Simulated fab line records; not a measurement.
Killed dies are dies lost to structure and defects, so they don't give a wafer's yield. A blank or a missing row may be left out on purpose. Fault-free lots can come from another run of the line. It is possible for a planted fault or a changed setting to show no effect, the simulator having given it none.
fab line records	flow n5-finfet
[record] lots = 6	wafers = 18	last-day = 18
route steps=1938 shown FIN_SAQP@97 BEOL_M4@1111 PASSIVATION@1936
lots untouched by any fault: they come from a run of this same line in which no faults occurred
start-h: hours from the record's opening day to when the first of the lot's shown wafers began	wait-h: time in hours since the lot's previous step	" repeats the value in the row above	L1.1+2: a single row standing in for several wafers	- value missing, or start not given	* or withheld: withheld	< > ~ a bound
route shown NAME@n: a module of which the file shows steps, and the number in the route of the first	usual: mean/standard deviation taken from wafers without a fault	same: alike in all rows	chamber/n: place in a boat	sites: the reading at each site	_std_site: how widely they spread, as a standard deviation	_edge_site: outer sites' mean less inner sites'	radius-mm: for every site, how far away it sits from the centre of the wafer	mask NAME#n: copy n	behind: tool/chamber where the wafer was last shaped	hold: cause of the lot's hold/its duration in hours/its outcome	device: the transistor (n, p or np) that didn't switch	end of line: the same wafers' tests at the end of the route	for a step that has no rows: nothing shown but its recipe	killed: dies lost to structure and defects at the first sort, not the wafer's yield	map: dies across one wafer; x = killed, . = not, _ = none there
set.NAME: the setting that was run; set.NAME@STEP: the one run at that earlier step	model.NAME: the simulator's own value behind a step, which no gauge read
a table for each step, a row for each wafer; lots at some steps of the route
services: when a tool's chamber went out of use (start-h, in hours from the record's first day, below 0 if earlier), for how many hours, and the reason
[[steps]]
[step N5_FIN_SAQP_THK_MEAS_05]
[usual] thk-nm = 38.1/0.54
lot.wafer	tool	chamber	start-h	wait-h	thk-nm
L220.2	film-metro-02	-	69.24	0.1	38.0
L220.3	"	-	"	"	38.0
L220.4	"	-	"	"	38.5
L228.1	film-metro-01	-	116.94	0.1	38.3
L228.3	"	-	"	"	37.3
L228.5	"	-	"	"	37.9
L231.1	film-metro-01	-	135.24	0.1	37.5
L231.3	"	-	"	"	37.8
L231.6	"	-	"	"	38.4
L232.1	film-metro-02	-	141.70	0.1	37.7
L232.3	"	-	"	"	37.4
L232.5	"	-	"	"	38.3
L233.2	film-metro-02	-	146.79	0.1	37.4
L233.3	"	-	"	"	38.2
L233.6	"	-	"	"	38.8
L234.1	film-metro-01	-	152.92	0.1	37.7
L234.3	"	-	"	"	37.1
L234.5	"	-	"	"	38.2
[step N5_FIN_SAQP_PECVD_47]
[recipe] material = a-Si	target-thk-a = 450	temp-c = 400	precursor = SiH4/He	pressure-torr = 3	rf-w = 100	time-s = 36.3
[usual] heater-power-w = 865/76	showerhead-plenum-p-Torr = 5.67/0.057	showerhead-vpp-V = 609/34	throttle-valve-pct = 17.8/0.53
lot.wafer	tool	chamber	start-h	wait-h	heater-power-w	showerhead-plenum-p-Torr	showerhead-vpp-V	throttle-valve-pct
L220.2	pecvd-02	1	69.28	0.0	808	5.60	588	17.3
L220.3	"	1	"	"	808	5.61	583	17.1
L220.4	"	0	"	"	887	5.64	581	17.5
L228.1	pecvd-04	2	116.98	0.0	857	5.65	609	18.3
L228.3	"	1	"	"	852	5.63	690	19.0
L228.5	"	1	"	"	856	5.61	692	18.8
L231.1	pecvd-02	1	135.27	0.0	936	5.60	589	17.5
L231.3	"	2	"	"	919	5.70	576	17.5
L231.6	"	1	"	"	919	5.61	592	17.3
L232.1	pecvd-03	0	141.74	0.0	844	5.65	627	17.4
L232.3	"	1	"	"	819	5.81	614	18.4
L232.5	"	2	"	"	694	5.65	623	17.7
L233.2	pecvd-02	2	146.83	0.0	933	5.70	584	17.9
L233.3	"	0	"	"	941	5.64	577	17.5
L233.6	"	1	"	"	966	5.61	580	17.5
L234.1	pecvd-02	1	152.96	0.0	960	5.58	587	17.5
L234.3	"	0	"	"	962	5.65	579	17.4
L234.5	"	1	"	"	959	5.61	593	17.1
[step N5_FIN_SAQP_PECVD_48]
[recipe] material = SiNx	target-thk-a = 250	temp-c = 400	precursor = SiH4/NH3/N2	pressure-torr = 1.5	rf-w = 300	time-s = 22.1
[usual] heater-power-w = 798/75	showerhead-plenum-p-Torr = 5.14/0.078	showerhead-vpp-V = 1056/61	throttle-valve-pct = 39.1/1.1
lot.wafer	tool	chamber	start-h	wait-h	heater-power-w	showerhead-plenum-p-Torr	showerhead-vpp-V	throttle-valve-pct
L220.2	pecvd-02	1	69.34	0.0	794	5.04	1026	38.1
L220.3	"	1	"	"	809	5.04	1024	38.0
L220.4	"	0	"	"	883	5.10	991	38.3
L228.1	pecvd-04	2	117.02	0.0	789	5.13	1039	39.8
L228.3	"	1	"	"	755	5.08	1200	41.4
L228.5	"	1	"	"	743	5.08	1196	40.9
L231.1	pecvd-02	1	135.32	0.0	810	5.05	1026	38.3
L231.3	"	2	"	"	788	5.19	1020	38.8
L231.6	"	1	"	"	801	5.06	1031	38.0
L232.1	pecvd-03	0	141.78	0.0	762	5.12	1071	38.1
L232.3	"	1	"	"	790	5.33	1071	39.5
L232.5	"	2	"	"	696	5.11	1087	38.4
L233.2	pecvd-02	2	146.87	0.0	792	5.18	1022	38.6
L233.3	"	0	"	"	911	5.11	1009	38.5
L233.6	"	1	"	"	839	5.07	1028	38.3
L234.1	pecvd-02	1	153.00	0.0	897	5.05	1013	37.8
L234.3	"	0	"	"	827	5.10	986	38.6
L234.5	"	1	"	"	887	5.05	1028	38.1
[step N5_FIN_SAQP_PECVD_06]
[recipe] material = a-Si	target-thk-a = 600	temp-c = 400	precursor = SiH4/He	pressure-torr = 3	rf-w = 100	time-s = 48.1
[usual] heater-power-w = 868/78	showerhead-plenum-p-Torr = 5.67/0.058	showerhead-vpp-V = 608/34	throttle-valve-pct = 17.8/0.54
lot.wafer	tool	chamber	start-h	wait-h	heater-power-w	showerhead-plenum-p-Torr	showerhead-vpp-V	throttle-valve-pct
L220.2	pecvd-02	1	69.40	0.0	866	5.60	585	17.4
L220.3	"	1	"	"	866	5.60	582	17.4
L220.4	"	0	"	"	984	5.65	571	17.2
L228.1	pecvd-04	2	117.06	0.0	890	5.66	617	18.3
L228.3	"	1	"	"	825	5.64	676	18.9
L228.5	"	1	"	"	852	5.62	693	18.7
L231.1	pecvd-02	1	135.36	0.0	831	5.59	594	17.3
L231.3	"	2	"	"	932	5.71	589	17.9
L231.6	"	1	"	"	859	5.60	581	17.2
L232.1	pecvd-03	0	141.82	0.0	892	5.66	619	17.2
L232.3	"	1	"	"	830	5.81	614	18.0
L232.5	"	2	"	"	715	5.65	625	17.4
L233.2	pecvd-02	2	146.91	0.0	952	5.70	581	17.6
L233.3	"	0	"	"	970	5.64	572	17.9
L233.6	"	1	"	"	830	5.61	588	17.5
L234.1	pecvd-02	1	153.04	0.0	949	5.60	594	17.1
L234.3	"	0	"	"	918	5.64	577	17.7
L234.5	"	1	"	"	966	5.59	591	17.3
[step N5_FIN_SAQP_THK_MEAS_07]
[usual] thk-nm = 59.9/0.78
lot.wafer	tool	chamber	start-h	wait-h	thk-nm
L220.2	film-metro-02	-	69.52	0.1	59.0
L220.3	"	-	"	"	59.9
L220.4	"	-	"	"	59.8
L228.1	film-metro-02	-	117.15	0.1	60.2
L228.3	"	-	"	"	60.7
L228.5	"	-	"	"	61.0
L231.1	film-metro-01	-	135.44	0.1	59.2
L231.3	"	-	"	"	58.7
L231.6	"	-	"	"	59.1
L232.1	film-metro-02	-	141.91	0.1	59.6
L232.3	"	-	"	"	59.5
L232.5	"	-	"	"	60.1
L233.2	film-metro-02	-	147.00	0.1	58.0
L233.3	"	-	"	"	59.6
L233.6	"	-	"	"	58.8
L234.1	film-metro-02	-	153.13	0.1	59.4
L234.3	"	-	"	"	59.8
L234.5	"	-	"	"	61.2
[step N5_FIN_SAQP_HM_DEP_72]
[recipe] material = SiO2	target-thk-a = 120	temp-c = 400	precursor = SiH4/N2O	pressure-torr = 0.75	rf-w = 275	time-s = 7.2
[usual] heater-power-w = 804/86	showerhead-plenum-p-Torr = 8.18/0.18	showerhead-vpp-V = 1008/44
lot.wafer	tool	chamber	start-h	wait-h	heater-power-w	showerhead-plenum-p-Torr	showerhead-vpp-V
L220.2	pecvd-03	1	69.55	0.0	782	8.54	1018
L220.3	"	0	"	"	769	8.13	1032
L220.4	"	2	"	"	644	8.09	1019
L228.1	pecvd-03	2	117.19	0.0	699	8.08	1010
L228.3	"	0	"	"	885	8.11	1023
L228.5	"	1	"	"	821	8.51	1015
L231.1	pecvd-04	1	135.48	0.0	655	8.00	1130
L231.3	"	2	"	"	862	8.14	993
L231.6	"	0	"	"	794	8.28	945
L232.1	pecvd-04	0	141.94	0.0	738	8.28	946
L232.3	"	2	"	"	808	8.13	997
L232.5	"	2	"	"	811	8.12	995
L233.2	pecvd-03	2	147.04	0.0	598	8.09	1046
L233.3	"	0	"	"	796	8.14	1042
L233.6	"	1	"	"	838	8.52	1033
L234.1	pecvd-03	0	153.16	0.0	911	8.10	1036
L234.3	"	1	"	"	741	8.52	1023
L234.5	"	0	"	"	906	8.13	1024
[step N5_FIN_SAQP_COAT_49]
[recipe] resist = SOC	temp-c = 250	time-s = 60	spin-rpm = 1500	resist-thk-nm = 100
[step N5_FIN_SAQP_COAT_50]
[recipe] resist = SiARC	temp-c = 220	time-s = 60	spin-rpm = 1500	resist-thk-nm = 35
[step N5_FIN_SAQP_COAT_10]
[recipe] resist = CAR-ArF	spin-rpm = 1500	resist-thk-nm = 90
[step N5_FIN_SAQP_EBR_12]
[recipe] solvent = PGMEA	ebr-width-mm = 1.5
[step N5_FIN_SAQP_SOFTBAKE_11]
[recipe] temp-c = 110	time-s = 60	resist = CAR-ArF
[step N5_FIN_SAQP_EXPOSE_13]
[recipe] mask-id = FIN_CORE	na = 1.35	source-shape = dipole	sigma-inner = 0.538	sigma-outer = 0.738	polarization = te	target-cd-nm = 35.6	dose-mj = 63.25
[step N5_FIN_SAQP_PEB_14]
[recipe] peb-temp-c = withheld	peb-time-s = 60	resist = CAR-ArF
lot.wafer	tool	chamber	start-h	wait-h
L220.2+3+4	litho-track-02	0	69.94	0.0
L228.1+3+5	litho-track-02	0	117.57	0.1
L231.1+3+6	litho-track-02	0	135.86	0.1
L232.1+3+5	litho-track-02	0	142.20	0.1
L233.2+3+6	litho-track-05	0	147.42	0.0
L234.1+3+5	litho-track-05	0	153.56	0.1
[step N5_FIN_SAQP_DEVELOP_15]
[recipe] develop-time-s = 30	developer = TMAH	resist = CAR-ArF	dev-temp-c = 23	rinse-liquid = diw	dry = air-spin
[step N5_FIN_SAQP_CD_MEAS_16]
[recipe] target-cd-nm = 35.6	landing-energy-ev = 500	detector = se-inlens
[usual] cd-nm = 35.59/0.3
lot.wafer	tool	chamber	start-h	wait-h	cd-nm
L220.2	cd-sem-03	0	70.00	-	35.36
L220.3	"	0	"	"	35.65
L220.4	"	0	"	"	36.10
L228.1	cd-sem-01	0	117.63	-	35.35
L228.3	"	0	"	"	35.32
L228.5	"	0	"	"	35.22
L231.1	cd-sem-02	0	135.93	-	36.31
L231.3	"	0	"	"	36.45
L231.6	"	0	"	"	36.75
L232.1	cd-sem-01	0	142.27	-	36.57
L232.3	"	0	"	"	36.52
L232.5	"	0	"	"	36.07
L233.2	cd-sem-03	0	147.49	-	36.10
L233.3	"	0	"	"	35.76
L233.6	"	0	"	"	35.79
L234.1	cd-sem-03	0	153.62	-	35.39
L234.3	"	0	"	"	35.81
L234.5	"	0	"	"	35.60
[step N5_FIN_SAQP_OVL_MEAS_17]
[recipe] points-per-wafer = 44
[usual] FIN_CORE_OVL = 0.2/0.79
lot.wafer	tool	chamber	start-h	wait-h	FIN_CORE_OVL[nm]
L220.2	overlay-01	0	70.05	0.0	-0.7
L220.3	"	0	"	"	-0.6
L220.4	"	0	"	"	-1.1
L228.1	overlay-01	0	117.67	0.0	0.4
L228.3	"	0	"	"	0.1
L228.5	"	0	"	"	0.2
L231.1	overlay-02	0	135.97	0.0	0.7
L231.3	"	0	"	"	0.6
L231.6	"	0	"	"	-1.2
L232.1	overlay-02	0	142.31	0.0	0.5
L232.3	"	0	"	"	-0.8
L232.5	"	0	"	"	0.7
L233.2	overlay-02	0	147.53	0.0	-0.9
L233.3	"	0	"	"	0.7
L233.6	"	0	"	"	-1.8
L234.1	overlay-02	0	153.66	0.0	0.2
L234.3	"	0	"	"	-0.5
L234.5	"	0	"	"	-0.5
[step N5_BEOL_M4_RC_MEAS_101]
[usual] DIBL_N = 36.3/1.8	DIBL_P = 36.5/2.1	IOFF_N = 0.16/0.031	IOFF_P = 0.22/0.038	ION_N = 677/12	ION_P = 466/7.8	SS_N = 71.5/0.61	SS_P = 73.2/0.7	VT_N = 249/3	VT_P = -248.9/3
lot.wafer	tool	chamber	start-h	wait-h	DIBL_N[mV/V]	DIBL_P[mV/V]	IOFF_N[nA/um]	IOFF_P[nA/um]	ION_N[uA/um]	ION_P[uA/um]	SS_N[mV/dec]	SS_P[mV/dec]	VT_N[mV]	VT_P[mV]
L220.2	prober-02	0	226.26	0.2	36.9	37.8	0.15	0.19	671	463	71.3	73.4	252	-254.9
L220.3	"	0	"	"	36.9	37.2	0.15	0.20	669	459	71.2	73.2	252	-253.2
L220.4	"	0	"	"	36.4	36.7	0.15	0.18	677	463	70.9	73.2	249	-254.6
L228.1	prober-01	0	267.18	0.0	37.1	36.5	0.16	0.24	671	467	70.6	73.2	250	-246.0
L228.3	"	0	"	"	37.5	36.2	0.16	0.23	686	464	71.1	73.2	247	-248.2
L228.5	"	0	"	"	35.2	33.4	0.12	0.18	653	451	70.8	71.9	255	-251.4
L231.1	prober-01	0	284.31	0.0	34.4	34.3	0.12	0.17	670	462	70.5	73.1	252	-252.8
L231.3	"	0	"	"	35.2	34.1	0.13	0.16	652	453	71.4	72.8	254	-252.9
L231.6	"	0	"	"	35.4	34.5	0.12	0.17	648	450	72.2	73.5	254	-254.7
L232.1	prober-02	0	300.42	0.0	35.6	35.4	0.16	0.23	679	464	71.0	73.6	249	-247.2
L232.3	"	0	"	"	33.9	34.9	0.15	0.21	683	468	70.3	72.7	249	-247.9
L232.5	"	0	"	"	32.0	31.9	0.11	0.18	666	468	70.4	72.0	249	-250.1
L233.2	prober-02	0	307.84	0.2	33.4	33.2	0.12	0.16	657	459	70.7	71.8	253	-252.4
L233.3	"	0	"	"	34.7	35.0	0.13	0.19	671	462	71.4	72.5	254	-249.9
L233.6	"	0	"	"	34.0	34.9	0.13	0.19	680	471	70.4	73.4	251	-250.9
L234.1	prober-01	0	316.30	0.0	35.0	35.3	0.14	0.22	685	479	71.6	73.0	251	-248.2
L234.3	"	0	"	"	36.7	37.8	0.17	0.25	675	471	71.2	73.9	249	-245.9
L234.5	"	0	"	"	34.5	35.2	0.14	0.21	689	477	71.6	72.5	250	-250.0
[step N5_PASSIVATION_PROBE_49]
[usual] defect-limited-yield = 91.2/1.5	killed_at_M0_to_M3 = 33/9.6	killed_at_M4_up = 14/5.6	killed-at-contacts = 14/5.5	killed-at-front-end = 40/13	killed-at-other = 4/3	killed-dies = 104/17	killed-open = 68/13	killed-short = 33/7.2	sort_bin_5_function = 5.2/0.95	sort_bin_6_memory = 3.3/0.62	sort-n-pass = 1076/17	sort-yield-pct = 91.2/1.5
[same] gross-dies = 1180	killed-at-back-side = 0	sort_bin_4_leakage[%] = 0	sort_bin_8_speed[%] = 0
lot.wafer	tool	chamber	start-h	wait-h	defect-limited-yield[%]	killed_at_M0_to_M3	killed_at_M4_up	killed-at-contacts	killed-at-front-end	killed-at-other	killed-dies	killed-open	killed-short	sort_bin_5_function[%]	sort_bin_6_memory[%]	sort-n-pass	sort-yield-pct[%]
L220.2	prober-02	-	331.95	0.1	90.8	25	20	12	51	1	109	69	38	5.4	3.4	1071	90.8
L220.3	prober-02	-	332.00	0.1	91.4	34	26	12	29	1	102	69	31	5.6	3.0	1078	91.4
L220.4	prober-02	-	332.05	0.2	91.4	43	8	14	37	0	102	64	36	5.0	3.2	1078	91.4
L228.1	prober-02	-	366.81	0.0	92.5	18	15	5	40	10	88	52	30	4.5	2.6	1092	92.5
L228.3	prober-02	-	366.91	0.1	90.9	30	31	7	39	0	107	70	34	5.7	3.0	1073	90.9
L228.5	prober-02	-	367.01	0.2	90.2	45	13	12	46	0	116	70	42	6.1	3.5	1064	90.2
L231.1	prober-01	-	400.07	0.0	88.8	36	18	15	62	1	132	82	45	6.5	4.3	1048	88.8
L231.3	prober-01	-	400.17	0.1	90.8	40	15	13	40	0	108	72	34	5.6	3.2	1072	90.8
L231.6	prober-01	-	400.32	0.3	93.1	28	8	6	37	3	82	52	29	4.0	2.8	1098	93.1
L232.1	prober-02	-	409.49	0.0	87.6	39	20	27	57	3	146	97	46	7.3	4.6	1034	87.6
L232.3	prober-02	-	409.59	0.1	91.5	36	14	24	24	2	100	72	27	4.8	3.6	1080	91.5
L232.5	prober-02	-	409.69	0.2	89.8	32	9	22	57	0	120	79	40	5.8	4.1	1060	89.8
// killed by level:class
L220.2 FIN_SAQP:geometric-particle:short=15 MOL_CONTACT_COAG:geometric-particle:open=11 STI_FIN_REVEAL:geometric-particle:open=8 BEOL_M1:geometric-particle:open=7 GATE_CUT:geometric-particle:short=5 BEOL_M2:geometric-particle:open=5 BEOL_M5:geometric-particle:open=5 GATE_CUT:geometric-particle:open=4
L220.3 BEOL_M2:geometric-particle:open=16 MOL_CONTACT_COAG:geometric-particle:open=10 FIN_SAQP:geometric-particle:short=7 BEOL_M4:geometric-particle:open=7 BEOL_M4:geometric-particle:short=5 BEOL_M5:geometric-particle:open=5 ILD0:geometric-particle:open=4 BEOL_M1:geometric-particle:open=4
L220.4 BEOL_M0_SAQP:geometric-particle:open=10 MOL_CONTACT_COAG:geometric-particle:open=9 BEOL_M0_SAQP:geometric-particle:short=9 FIN_SAQP:geometric-particle:open=7 STI_FIN_REVEAL:geometric-particle:open=7 BEOL_M2:geometric-particle:open=6 BEOL_M3:geometric-particle:open=6 ILD0:geometric-particle:short=5
L228.1 BEOL_M4:geometric-particle:open=8 FIN_SAQP:geometric-particle:short=6 GATE_CUT:geometric-particle:open=6 BEOL_M1:geometric-particle:open=5 MIM_TOP_ETCH:geometric-particle:open=5 FIN_SAQP:geometric-particle:open=4 STI_FIN_REVEAL:geometric-particle:open=4 DUMMY_GATE:geometric-particle:open=4
L228.3 BEOL_M4:geometric-particle:open=13 FIN_SAQP:geometric-particle:open=7 DUMMY_GATE:geometric-particle:open=7 FIN_SAQP:geometric-particle:short=6 GATE_CUT:geometric-particle:short=6 MOL_CONTACT_COAG:geometric-particle:open=5 BEOL_M3:geometric-particle:open=5 BEOL_M0_SAQP:geometric-particle:open=5
L228.5 BEOL_M0_SAQP:geometric-particle:short=14 BEOL_M3:geometric-particle:open=11 MOL_CONTACT_COAG:geometric-particle:open=9 BEOL_M0_SAQP:geometric-particle:open=9 GATE_CUT:geometric-particle:open=7 DUMMY_GATE:geometric-particle:open=6 FIN_SAQP:geometric-particle:open=5 STI_FIN_REVEAL:geometric-particle:open=5
L231.1 FIN_SAQP:geometric-particle:open=19 MOL_CONTACT_COAG:geometric-particle:open=11 FIN_SAQP:geometric-particle:short=10 STI_FIN_REVEAL:geometric-particle:open=9 BEOL_M2:geometric-particle:open=8 BEOL_M0_SAQP:geometric-particle:open=7 BEOL_M0_SAQP:geometric-particle:short=6 DUMMY_GATE:geometric-particle:open=5
L231.3 FIN_SAQP:geometric-particle:open=12 MOL_CONTACT_COAG:geometric-particle:open=10 BEOL_M2:geometric-particle:open=10 BEOL_M4:geometric-particle:open=10 FIN_SAQP:geometric-particle:short=9 BEOL_M0_SAQP:geometric-particle:short=8 BEOL_M3:geometric-particle:open=8 BEOL_M0_SAQP:geometric-particle:open=5
L231.6 DUMMY_GATE:geometric-particle:open=8 STI_FIN_REVEAL:geometric-particle:open=7 BEOL_M2:geometric-particle:open=7 FIN_SAQP:geometric-particle:open=6 BEOL_M0_SAQP:geometric-particle:short=6 FIN_SAQP:geometric-particle:short=5 MOL_CONTACT_COAG:geometric-particle:open=5 DUMMY_GATE:geometric-particle:short=4
L232.1 STI_FIN_REVEAL:geometric-particle:open=22 MOL_CONTACT_COAG:geometric-particle:open=20 FIN_SAQP:geometric-particle:open=11 BEOL_M2:geometric-particle:open=10 BEOL_M3:geometric-particle:open=9 MOL_CONTACT_COAG:geometric-particle:short=7 BEOL_M4:geometric-particle:short=6 BEOL_M4:geometric-particle:open=6
L232.3 MOL_CONTACT_COAG:geometric-particle:open=20 BEOL_M2:geometric-particle:open=11 BEOL_M3:geometric-particle:open=10 STI_FIN_REVEAL:geometric-particle:open=6 BEOL_M4:geometric-particle:open=6 FIN_SAQP:geometric-particle:short=5 DUMMY_GATE:geometric-particle:open=5 BEOL_M0_SAQP:geometric-particle:short=5
L232.5 STI_FIN_REVEAL:geometric-particle:open=28 MOL_CONTACT_COAG:geometric-particle:open=18 BEOL_M0_SAQP:geometric-particle:short=8 BEOL_M3:geometric-particle:open=7 BEOL_M0_SAQP:geometric-particle:open=6 FIN_SAQP:geometric-particle:open=5 FIN_SAQP:geometric-particle:short=5 BEOL_M1:geometric-particle:short=5
[[services]]
tool	chamber	start-h	hours	kind
pecvd-02	2	60.07	19.6	repair
pecvd-04	0	63.15	16.5	scheduled-down
pecvd-03	-	77.16	0.7	repair
pecvd-04	1	79.65	2.1	scheduled-down
pecvd-04	0	105.45	5.5	repair
pecvd-02	0	105.46	-	calibration
[[key]]
[first-sign] step = N5_FIN_SAQP_CD_MEAS_16	reading = cd-nm	direction = up	sigmas = 2.9	usual = 35.59	struck = 36.44	through = control-loop
effect none on later readings
met-at N5_FIN_SAQP_PEB_14
struck-wafers L231.1,L231.3,L231.6,L232.1,L232.3,L232.5
[loop-trim] step = N5_FIN_SAQP_EXPOSE_13	setting = dose	lots = L232
onset-between 117.57 135.86
also-fits N5_FIN_SAQP_HM_DEP_72:pecvd-04
[fault] kind = process-parameter-drift	tool = litho-track-02	chamber = -	onset-h = 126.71	steps = N5_FIN_SAQP_PEB_14	channel = peb-temp-c	offset = withheld	shape = step	end-h = 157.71	acts-in = *
// loop-trim: a control loop set the setting to another value than it would have without faults
